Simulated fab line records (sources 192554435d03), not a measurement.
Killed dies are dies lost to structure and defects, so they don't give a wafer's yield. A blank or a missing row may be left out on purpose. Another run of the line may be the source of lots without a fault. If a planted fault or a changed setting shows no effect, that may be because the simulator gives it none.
Struck lot and sound lot, side by side || flow n5Finfet || 36 out of 1938 route steps
Sound: wafers L454.2, L454.4, L454.6. Struck: wafer L461.3; the same lot's L461.5 was not struck, so it is left out; see the end for the cause.
Per side, at each step with rows, come the tool, then ch with its chambers, and then its first start. Under that, the readings that differ: sound wafers || struck wafers || difference of the means || sigmas: that difference in standard deviations of wafers without a fault.
alike: words and numbers the same on both sides, and readings whose means are apart by under 2 such deviations; not compared: readings that were withheld, readings missing a value for some wafer, numbers with overlapping values and no deviation given by the record, and bounds like >300 which may hide the same value.
A row with sigmas, a row that says differs or no value, or rows on one side alone: a step with any of these is where the two part. Non-overlapping numbers with no deviation appear without sigmas and do not part them. Lack of a reading on every wafer of one side parts them only where that side has two or more wafers.

first, 8 steps without rows for these wafers: N5_BEOL_M5_CMP_52 (polishes, stops on SiCOH lowk, t overpolish 6.9 s, target thk 62 nm); N5_BEOL_M5_PRE_CLEAN_77 (time 15 s); N5_BEOL_M5_CO_CAP_78 (material Co, precursor CCTBA/H2, target thk 2 nm, time 102.1 s); N5_BEOL_M5_PRE_CLEAN_55 (time 15 s); N5_BEOL_M5_DEP_56 (deposits SiCN from 3MS/NH3, target thk 8 nm, time 14 s); N5_BEOL_M6_ILD_DEP_00 (deposits SiCOH lowk from DEMS/porogen, target thk 179.75 nm, time 33.4 s); N5_BEOL_M6_CURE_74 (cures SiCOH lowk, time 240 s); N5_BEOL_M6_PECVD_70 (deposits SiO2 from TEOS/O2, target thk 20 nm, time 22.7 s).
N5_BEOL_M6_HM_DEP_02: deposits TiN, target thk 20 nm.
  sound on pvdSputter-01 at day 10 15:25; struck on pvdSputter-01 at day 13 13:01
{"reading": "model.TiN_of_BEOL_M6_HM_DEP_02.thkNm (nm)", "sound": "20.2 20.6 20.6", "struck": 26.4, "difference": "+5.9", "sigmas": ""}
  alike: throttleValvePct
then, 13 steps without rows for these wafers: N5_BEOL_M6_COAT_59 (time 60 s, resist thk 100 nm); N5_BEOL_M6_COAT_60 (time 60 s, resist thk 35 nm); N5_BEOL_M6_COAT_05 (resist thk 90 nm); N5_BEOL_M6_EBR_07; N5_BEOL_M6_SOFTBAKE_06 (time 60 s); N5_BEOL_M6_EXPOSE_08 (exposes mask M6); N5_BEOL_M6_PEB_09 (peb time 60 s); N5_BEOL_M6_DEVELOP_10 (develop time 30 s); N5_BEOL_M6_DESCUM_16 (chemistry O2, time 7.9 s); N5_BEOL_M6_ETCH_61 (etches SiARC in CF4, target depth 45.5 nm, time 75.8 s); N5_BEOL_M6_ETCH_62 (etches SOC in N2/H2, target depth 110 nm, overetch 22 nm, time 165 s); N5_BEOL_M6_STRIP_68 (strips in N2/H2); N5_BEOL_M6_STRIP_67 (strips in CF4).
N5_BEOL_M6_HM_OPEN_17: chemistry Cl2/BCl3, target TiN, target depth 20 nm, overetch 6 nm.
  sound on rieMetal-02 ch 0,1, day 10 16:17; struck on rieMetal-02 ch 0, day 13 13:47
{"reading": "oesProductAu (a.u.)", "sound": "0.75 0.76 0.52", "struck": 0.94, "difference": "+0.26", "sigmas": "+3"}
{"reading": "throttleValvePct (%)", "sound": "22.23 22.22 21.98", "struck": 21.61, "difference": -0.53, "sigmas": -2}
{"reading": "model.etch.depthNm (nm)", "sound": "20.25 20.57 20.62", "struck": 26.2, "difference": "+5.7", "sigmas": ""}
  alike: drypumpMotorCurrentA
  not compared: rfHoursCounterH
then, 10 steps without rows for these wafers: N5_BEOL_M6_STRIP_19 (strips in O2); N5_BEOL_M6_COAT_63 (time 60 s, resist thk 60 nm); N5_BEOL_M6_COAT_64 (time 60 s, resist thk 12 nm); N5_BEOL_M6_COAT_71 (time 60 s, resist thk 5 nm); N5_BEOL_M6_COAT_22 (resist thk 30 nm); N5_BEOL_M6_EBR_24; N5_BEOL_M6_SOFTBAKE_23 (time 60 s); N5_BEOL_M6_EXPOSE_25 (exposes mask V5, target cd 40 nm); N5_BEOL_M6_PEB_26 (peb time 60 s); N5_BEOL_M6_DEVELOP_27 (develop time 30 s).
N5_BEOL_M6_TRENCH_ETCH_37: etches SiCOH lowk in C4F6/O2, target depth 94.435 nm, time 31.5 s.
  sound: rieDiel-02 ch 1,3; struck: rieDiel-06 ch 0
{"reading": "rfVppV (V)", "sound": "654 655 658", "struck": 690, "difference": "+34", "sigmas": "+3"}
{"reading": "model.TiN_of_BEOL_M6_HM_DEP_02.thkNm (nm)", "sound": "17.6 17.8 18", "struck": 23.6, "difference": "+5.8", "sigmas": ""}
  alike: drypumpMotorCurrentA, oesProductAu, showerheadPlenumPTorr, throttleValvePct
  not compared: rfHoursCounterH
-- here the record skips 3 days between the struck wafers' starts before and after, leaving off in module BEOL_M6 and picking up in module BEOL_M15 (first step shown: number 1830 of the route) --
N5_BEOL_M15_RC_MEAS_101:
  sound on prober-01 ch 0, day 14 13:25; struck on prober-02 ch 0, day 16 22:09
{"reading": "COMB_M15 (S/m)", "sound": "3.3e-12 4.6e-12 3.1e-12", "struck": 2.1e-12, "difference": -1.6e-12, "sigmas": -3}
  alike: COMB_M10, COMB_M11, COMB_M12, COMB_M13, COMB_M14, COMB_M5, COMB_M6, COMB_M7, COMB_M8, COMB_M9, SERP_M10, SERP_M11, SERP_M12, SERP_M12_max_site, SERP_M13, SERP_M14, SERP_M5, SERP_M5_max_site, SERP_M6, SERP_M7, SERP_M8, SERP_M9
  not compared: SERP_M6_max_site
N5_PASSIVATION_PROBE_49:
  record: rows for the struck wafers here (prober-01, day 17 12:58), none for the sound ones

== WHERE THEY PART ==
First at N5_BEOL_M6_HM_OPEN_17; last, within this record, at N5_PASSIVATION_PROBE_49.

WHY: what the simulator had put in
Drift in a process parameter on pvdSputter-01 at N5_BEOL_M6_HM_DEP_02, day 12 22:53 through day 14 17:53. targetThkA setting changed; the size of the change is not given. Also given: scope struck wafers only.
